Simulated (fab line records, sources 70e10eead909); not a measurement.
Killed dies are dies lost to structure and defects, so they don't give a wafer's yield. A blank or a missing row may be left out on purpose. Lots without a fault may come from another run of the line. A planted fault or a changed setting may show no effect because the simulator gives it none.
fab line records | flow nand_harc
record lots=5 wafers=14 last_day=34
route steps=1302 shown A_DECK1_JOINT@539 A_ONON_D2@545
lots that met no fault: from a run of the same line without faults
start_h: hours from the record's first day to the start of the lot's first wafer shown | wait_h: hours since the lot's step before | " the same as in the row above | L1.1+2: a row that stands for several wafers | - no value, or no start given | * or withheld: withheld | < > ~ a bound
route shown NAME@n: a module of which the file shows steps, and the number in the route of the first | usual: mean/standard deviation of fault-free wafers | same: alike in all rows | chamber/n: place in a boat | sites: the reading at each site | _std_site: their standard deviation | _edge_site: outer sites' mean less inner sites' | radius_mm: how far each site lies from the wafer's centre | mask NAME#n: copy n | behind: the tool/chamber that last shaped the wafer | hold: why the lot was held/for how many hours/how that ended | device: the transistor (n, p or np) that didn't switch | end of line: the same wafers' tests at the end of the route | a step without rows: its recipe alone | killed: dies lost to structure and defects at the first sort, not the wafer's yield | map: a wafer's dies, x killed, . not, _ none there
set.NAME: the setting as run; set.NAME@STEP: as run at that earlier step | model.NAME: the simulator's own value behind a step, which no gauge read
lots at some steps of the route; a table a step, a row a wafer
services: from which hour (start_h, from the record's first day; less than 0 if before it) a tool's chamber was out of use, for how many hours, and why
## steps
# step NHARC_A_DECK1_JOINT_CMP_02
# recipe material=SiOx
# usual edge_zone_pressure_frac=1.000/0.0051 motor_current_A=12.7/1.3
# columns lot.wafer tool chamber start_h wait_h edge_zone_pressure_frac motor_current_A
L874.2 cmp-02 0 347.56 0.4 0.997 11.5
L874.5 " 1 " " 0.992 11.6
L874.6 " 2 " " 1.002 13.2
L875.4 cmp-03 3 351.56 0.4 1.002 12.4
L875.2 " 1 " " 1.002 11.1
L875.5 " 2 " " 1.005 14.6
L879.1 cmp-01 0 386.26 0.4 1.004 15.1
L879.5 " 2 " " 0.992 12.6
L886.1 cmp-01 2 457.23 0.5 1.007 12.4
L886.3 " 3 " " 1.011 13.5
L886.4 " 1 " " 1.000 11.2
L890.1 cmp-01 2 509.75 0.4 1.001 12.8
L890.3 " 1 " " 1.007 12.0
L890.5 " 2 " " 0.998 11.7
# step NHARC_A_DECK1_JOINT_SRD_15
# step NHARC_A_DECK1_JOINT_DEP_16
# recipe target_thk_a=450 temp_c=400 pressure_torr=6.5 rf_w=900 teos_flow_sccm=161.4 flow_sccm=2650 target_thk_nm=45 gas=O2 material=SiO2
# usual heater_power_w=521/100 throttle_valve_pct=16.1/0.6
# columns lot.wafer tool chamber start_h wait_h heater_power_w throttle_valve_pct
L874.2 pecvd-02 0 347.93 0.1 446 16.4
L874.6 " 2 " " 477 15.7
L874.5 " 0 " " 437 16.4
L875.2 pecvd-01 0 351.98 0.1 472 15.6
L875.5 " 1 " " 594 15.7
L875.4 " 0 " " 465 15.3
L879.1 pecvd-01 2 386.63 0.1 415 16.4
L879.5 " 2 " " 417 16.0
L886.1 pecvd-02 0 457.65 0.1 504 16.7
L886.3 " 1 " " 464 15.8
L886.4 " 0 " " 509 16.8
L890.1 pecvd-02 0 510.17 0.1 473 17.0
L890.3 " 1 " " 394 15.9
L890.5 " 2 " " 508 15.8
# step NHARC_A_DECK1_JOINT_THK_MEAS_17
# recipe thk_meas_gauge=ellipsometry
# usual thk_nm=44.8/1.2
# columns lot.wafer tool chamber start_h wait_h thk_nm
L874.2 film_metro-02 - 348.15 0.2 43.5
L874.5 " - " " 45.8
L874.6 " - " " 45.2
L875.2 film_metro-02 - 352.21 0.2 44.7
L875.4 " - " " 46.5
L875.5 " - " " 44.6
L879.1 film_metro-01 - 386.85 0.2 45.4
L879.5 " - " " 45.4
L886.1 film_metro-02 - 457.91 0.2 41.8
L886.3 " - " " 43.0
L886.4 " - " " 41.7
L890.1 film_metro-02 - 510.42 0.2 42.3
L890.3 " - " " 45.7
L890.5 " - " " 44.7
# step NHARC_A_DECK1_JOINT_INSPECT_05
# usual raw_defect_count=345/140
# columns lot.wafer tool chamber start_h wait_h raw_defect_count
L874.2 defect_inspect-01 - 348.18 0.0 228
L874.5 " - " " 360
L874.6 " - " " 204
L875.2 defect_inspect-01 - 352.24 0.0 741
L875.4 " - " " 467
L875.5 " - " " 344
L879.1 defect_inspect-02 - 386.89 0.0 317
L879.5 " - " " 537
L886.1 defect_inspect-01 - 457.94 0.0 337
L886.3 " - " " 264
L886.4 " - " " 234
L890.1 defect_inspect-01 - 510.46 0.0 245
L890.3 " - " " 188
L890.5 " - " " 298
# step NHARC_A_ONON_D2_DEP_00
# recipe target_thk_a=10000 n2_flow_sccm=2750 n2o_flow_sccm=2000 nh3_flow_sccm=500 sih4_flow_sccm=210 temp_c=400
# step NHARC_A_ONON_D2_THK_MEAS_02
# recipe thk_meas_gauge=ellipsometry
# usual thk_nm=997/9
# columns lot.wafer tool chamber start_h wait_h thk_nm
L874.2 film_metro-02 - 348.76 - 1017
L874.5 " - " " 1017
L874.6 " - " " 1018
L875.2 film_metro-01 - 352.82 - 988
L875.4 " - " " 987
L875.5 " - " " 989
L879.1 film_metro-01 - 387.46 - 993
L879.5 " - " " 991
L886.1 film_metro-02 - 458.52 - 992
L886.3 " - " " 991
L886.4 " - " " 990
L890.1 film_metro-01 - 511.04 - 994
L890.3 " - " " 992
L890.5 " - " " 995
# step NHARC_A_ONON_D2_DEP_03
# recipe target_thk_a=10000 n2_flow_sccm=2750 n2o_flow_sccm=2000 nh3_flow_sccm=500 sih4_flow_sccm=210 temp_c=400
# step NHARC_A_ONON_D2_THK_MEAS_05
# recipe thk_meas_gauge=ellipsometry
# usual thk_nm=998/8.2
# columns lot.wafer tool chamber start_h wait_h thk_nm
L874.2 film_metro-01 - 349.33 - 1024
L874.5 " - " " 1022
L874.6 " - " " 1023
L875.2 film_metro-01 - 353.39 - 990
L875.4 " - " " 989
L875.5 " - " " 990
L879.1 film_metro-01 - 388.02 - 1003
L879.5 " - " " 1003
L886.1 film_metro-02 - 459.09 - 1006
L886.3 " - " " 1006
L886.4 " - " " 1006
L890.1 film_metro-02 - 511.60 - 1002
L890.3 " - " " 1004
L890.5 " - " " 1002
# step NHARC_A_ONON_D2_DEP_06
# recipe target_thk_a=10000 n2_flow_sccm=2750 n2o_flow_sccm=2000 nh3_flow_sccm=500 sih4_flow_sccm=210 temp_c=400
# step NHARC_A_ONON_D2_THK_MEAS_08
# recipe thk_meas_gauge=ellipsometry
# usual thk_nm=998/10
# columns lot.wafer tool chamber start_h wait_h thk_nm
L874.2 film_metro-01 - 349.89 - 985
L874.5 " - " " 985
L874.6 " - " " 985
L875.2 film_metro-02 - 353.95 - 1005
L875.4 " - " " 1006
L875.5 " - " " 1007
L879.1 film_metro-02 - 388.59 - 1007
L879.5 " - " " 1004
L886.1 film_metro-02 - 459.65 - 990
L886.3 " - " " 990
L886.4 " - " " 991
L890.1 film_metro-01 - 512.16 - 1000
L890.3 " - " " 1000
L890.5 " - " " 999
# step NHARC_A_ONON_D2_DEP_09
# recipe target_thk_a=10000 n2_flow_sccm=2750 n2o_flow_sccm=2000 nh3_flow_sccm=500 sih4_flow_sccm=210 temp_c=400
# columns lot.wafer tool chamber start_h wait_h
L874.2+5+6 pecvd_onon-01 0 350.01 0.1
L875.2+4+5 pecvd_onon-02 0 354.07 0.1
L879.1+5 pecvd_onon-01 0 388.64 0.1
L886.1+3+4 pecvd_onon-03 0 459.71 0.1
L890.1+3+5 pecvd_onon-03 0 512.22 0.1
# step NHARC_A_ONON_D2_THK_MEAS_11
# recipe thk_meas_gauge=ellipsometry
# usual thk_nm=1000/10
# columns lot.wafer tool chamber start_h wait_h thk_nm
L874.2 film_metro-02 - 350.46 - 1002
L874.5 " - " " 1000
L874.6 " - " " 1001
L875.2 film_metro-01 - 354.53 - 984
L875.4 " - " " 982
L875.5 " - " " 984
L879.1 film_metro-01 - 389.16 - 993
L879.5 " - " " 1450
L886.1 film_metro-01 - 460.21 - 992
L886.3 " - " " 993
L886.4 " - " " 992
L890.1 film_metro-01 - 512.73 - 1000
L890.3 " - " " 1002
L890.5 " - " " 1002
# step NHARC_A_ONON_D2_DEP_12
# recipe target_thk_a=10000 n2_flow_sccm=2750 n2o_flow_sccm=2000 nh3_flow_sccm=500 sih4_flow_sccm=210 temp_c=400
## services
# columns tool chamber start_h hours kind
cmp-02 - 330.50 4.0 pm
cmp-03 - 358.00 4.0 pm
cmp-02 - 362.20 1.3 repair
cmp-01 - 365.02 3.4 repair
pecvd_onon-02 - 366.57 13.0 pm
pecvd-02 0 367.33 13.6 repair
cmp-01 - 381.55 4.0 pm
pecvd_onon-01 - 389.10 10.2 repair
cmp-01 - 390.91 0.4 repair
pecvd-02 1 404.23 7.1 repair
pecvd_onon-03 - 408.00 13.0 pm
pecvd-02 - 408.19 13.0 pm
pecvd-02 0 408.19 13.0 vent_cycle
cmp-02 - 428.50 4.0 pm
pecvd_onon-01 - 450.21 13.0 pm
cmp-01 - 453.17 0.4 repair
cmp-03 - 456.00 4.0 pm
cmp-02 - 456.65 6.1 repair
cmp-03 - 466.03 0.3 repair
pecvd_onon-02 - 469.89 0.1 repair
cmp-01 - 479.64 4.0 pm
pecvd-01 - 492.36 13.0 pm
pecvd-02 - 501.36 1.3 repair
cmp-02 - 511.17 1.7 repair
## key
first_sign step=NHARC_A_ONON_D2_THK_MEAS_11 reading=thk_nm direction=up sigmas=43 usual=1000 struck=1450
effect none on later readings
met_at NHARC_A_ONON_D2_DEP_09
struck_wafers L879.5
sort_left_out L879.5
tester_left_out L879
onset_between 350.01 388.64
fault kind=process_parameter_drift tool=pecvd_onon-01 chamber=- onset_h=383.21 steps=NHARC_A_ONON_D2_DEP_09 channel=target_thk_a offset=* shape=step end_h=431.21 scope=struck_wafers_only acts_in=* stated=*
# tester_left_out: of these lots the tester's yield and bins aren't shown, on N5 and GAA mostly nor the transistor test; their killed dies are dies lost to structure and defects alone, not to doping, threshold or leakage, so they don't give the yield
# sort_left_out: the simulated sort isn't trusted on such a fault, so these wafers' sort isn't shown, and their yield isn't known
